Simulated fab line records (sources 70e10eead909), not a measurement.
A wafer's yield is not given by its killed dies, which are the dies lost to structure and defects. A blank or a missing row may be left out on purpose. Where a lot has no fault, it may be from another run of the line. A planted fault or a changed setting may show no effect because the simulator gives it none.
Check for tools in common || flow nand-harc || Sample size 5 lots and 12 wafers

== WHY THIS WAS OPENED ==
Flagged at NHARC_END_SORT_01: reading killed-at-array, on 2 of 5 lots. Wafers without a fault read 62, standard deviation 15.
Rule: a lot gets a flag if all its wafers with a number sit over 4 standard deviations from that mean, or if no wafer of it has a number. The other lots count as sound.

{"lot": "L951", "measured": "day 27 15:35", "on": "prober-02", "killed-at-array, wafer by wafer": "568 557 579", "flag": "FLAGGED"}
{"lot": "L952", "measured": "day 27 23:36", "on": "prober-01", "killed-at-array, wafer by wafer": "591 578 580", "flag": "FLAGGED"}
{"lot": "L960", "measured": "day 30 17:49", "on": "prober-02", "killed-at-array, wafer by wafer": 61, "flag": ""}
{"lot": "L962", "measured": "day 32 03:33", "on": "prober-02", "killed-at-array, wafer by wafer": "54 61", "flag": ""}
{"lot": "L963", "measured": "day 33 08:45", "on": "prober-02", "killed-at-array, wafer by wafer": "83 73 70", "flag": ""}
Average over the flagged lots: 576; offset from the usual +514, equal to +34 standard deviations.

== EACH LOT AND THE TOOL IT RAN ON ==
The record holds 2 process steps before the reading, out of a route of 1302 steps. Each cell gives the tool, then ch followed by the chambers the sampled wafers passed through, then the start.
{"lot": "L951", "flag": "FLAGGED", "NHARC_A_M0_ECD_22": "ecd-cu-01 ch 0,1, day 26 01:17", "NHARC_THIN_TSV_ETCH_44": "rie-diel-10 ch 0,1,2, day 27 00:43"}
{"lot": "L952", "flag": "FLAGGED", "NHARC_A_M0_ECD_22": "ecd-cu-01 ch 0,1, day 26 06:05", "NHARC_THIN_TSV_ETCH_44": "rie-diel-10 ch 0,2,3, day 27 07:03"}
{"lot": "L960", "flag": "", "NHARC_A_M0_ECD_22": "ecd-cu-02 ch 0,1, day 29 04:03", "NHARC_THIN_TSV_ETCH_44": "rie-diel-10 ch 0,2,3, day 30 02:22"}
{"lot": "L962", "flag": "", "NHARC_A_M0_ECD_22": "ecd-cu-01 ch 0,1, day 30 14:59", "NHARC_THIN_TSV_ETCH_44": "rie-diel-10 ch 1,2, day 31 11:59"}
{"lot": "L963", "flag": "", "NHARC_A_M0_ECD_22": "ecd-cu-02 ch 0,1, day 31 17:40", "NHARC_THIN_TSV_ETCH_44": "rie-diel-10 ch 0,1,3, day 32 16:37"}
What is done by these steps:
- NHARC_A_M0_ECD_22: material Cu, target thk 400 nm.
- NHARC_THIN_TSV_ETCH_44: etches the open film in CF4/O2, target depth 1594.2 nm, time 797.1 s.
- NHARC_END_SORT_01

== FLAGGED AGAINST TOTAL, ONE TOOL AT A TIME (gauges that did the reading follow at the end) ==
{"step": "NHARC_A_M0_ECD_22", "tool": "ecd-cu-01", "lots run": 3, "flagged": 2, "share of the flagged lots": "all", "sound lots run after its first flagged lot": "1 (L962)"}
{"step": "NHARC_A_M0_ECD_22", "tool": "ecd-cu-02", "lots run": 2, "flagged": 0, "share of the flagged lots": "none", "sound lots run after its first flagged lot": "-"}
{"step": "NHARC_THIN_TSV_ETCH_44", "tool": "rie-diel-10", "lots run": 5, "flagged": 2, "share of the flagged lots": "all", "sound lots run after its first flagged lot": "3 (L960,L962,L963)"}
{"step": "NHARC_END_SORT_01", "tool": "prober-01", "lots run": 1, "flagged": 1, "share of the flagged lots": "some", "sound lots run after its first flagged lot": 0}
{"step": "NHARC_END_SORT_01", "tool": "prober-02", "lots run": 4, "flagged": 1, "share of the flagged lots": "some", "sound lots run after its first flagged lot": "3 (L960,L962,L963)"}

== THE TABLE: WHAT IT ALLOWS ==
In 2 table rows, all flagged lots were run: ecd-cu-01 (NHARC_A_M0_ECD_22), rie-diel-10 (NHARC_THIN_TSV_ETCH_44).
- ecd-cu-01 at NHARC_A_M0_ECD_22: 2 of its 3 lots flagged. Sound lots ran on it after the first flagged one (L962), which a lasting fault on the whole tool wouldn't allow.
- rie-diel-10 at NHARC_THIN_TSV_ETCH_44: 2 of its 5 lots flagged. Sound lots ran on it after the first flagged one (L960, L962, L963), which a lasting fault on the whole tool wouldn't allow.
There is no row in the table that ran each flagged lot and no sound lot after the first.

== WHAT WAS PUT IN BY THE SIMULATOR ==
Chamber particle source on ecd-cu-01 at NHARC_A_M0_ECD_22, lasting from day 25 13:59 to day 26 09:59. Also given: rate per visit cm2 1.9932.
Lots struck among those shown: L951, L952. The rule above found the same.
